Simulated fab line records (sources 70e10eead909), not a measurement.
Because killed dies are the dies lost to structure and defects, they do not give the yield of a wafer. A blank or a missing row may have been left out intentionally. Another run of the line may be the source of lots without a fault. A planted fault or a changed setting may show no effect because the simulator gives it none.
Chamber matching	flow nandHarc	4 sister chambers for NHARC_A_CONTACT_ETCH_102 on rieDiel-08
The step etches the open film in CF4/O2, target depth 70 nm, overetch 7 nm, time 38.5 s. 22 wafers are shown with their chamber, then 11 later ones without.

== EACH WAFER AND ITS CHAMBER ==
wafer	chamber	drypumpMotorCurrentA (A)	oesProductAu (a.u.)	rfVppV (V)
L075.2	2	6.0	1.003	197.8
L075.3	0	5.6	1.020	196.9
L075.4	1	6.6	1.002	195.3
L076.4	1	6.6	1.006	195.7
L076.5	1	6.6	1.000	195.3
L076.6	0	5.5	1.021	197.2
L079.1	2	6.0	1.003	197.6
L079.3	1	6.6	1.005	196.3
L079.6	0	5.5	1.027	198.5
L082.3	2	6.0	0.999	197.5
L082.5	0	5.6	1.017	197.9
L082.6	3	5.2	0.985	197.3
L084.4	2	6.0	1.003	196.9
L084.5	3	5.2	0.991	196.1
L084.6	2	6.0	0.998	197.1
L086.1	3	5.2	0.989	197.2
L086.2	1	6.5	0.993	197.1
L086.4	2	6.0	0.994	196.5
L087.1	2	6.1	1.001	198.1
L087.4	3	5.2	0.997	197.1
L087.5	2	6.0	1.002	196.2
L088.2	3	5.2	0.997	197.9

SIGNATURES (means of the wafers above)
reading	chamber 0	chamber 1	chamber 2	chamber 3	scatter within a chamber
drypumpMotorCurrentA	5.550	6.580	6.013	5.200	0.0386
oesProductAu	1.02125	1.00120	1.00038	0.99180	0.00435
rfVppV	197.625	195.940	197.213	197.120	0.691
Rule: distance of a wafer from a chamber = root of the sum over the readings of ((wafer's reading minus chamber's mean) / reading's scatter) squared. If the next closest chamber is less than 2 further off than the closest, the wafer can't be placed; otherwise it belongs to the closest. How the scatter is found: for the shown wafers, subtract from each reading the mean of its chamber, square and add these, divide the total by (wafers less chambers), then take the root.

== WAFERS WHOSE CHAMBER IS MISSING ==
wafer	drypumpMotorCurrentA (A)	oesProductAu (a.u.)	rfVppV (V)
L088.3	6.5	0.989	195.7
L088.4	5.5	1.013	198.0
L090.1	5.2	1.003	196.3
L090.5	5.6	1.010	196.9
L090.6	6.0	1.003	199.1
L091.1	5.2	0.993	197.3
L091.3	5.6	1.012	199.2
L091.4	5.6	1.003	197.6
L096.1	5.6	0.984	197.9
L096.3	6.5	1.002	196.6
L096.4	5.2	0.997	194.9

== EACH ONE'S CHAMBER ==
wafer	from the rows above	in truth
L088.3	1	1
L088.4	0	0
L090.1	3	3
L090.5	0	0
L090.6	2	2
L091.1	3	3
L091.3	0	0
L091.4	0	0
L096.1	can't be placed: 0 or 3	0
L096.3	1	1
L096.4	3	3
Correct placement for 10 of the 11. From these rows, 1 cannot be placed; in 1 the true chamber is one of the candidates. Number placed wrongly: 0.
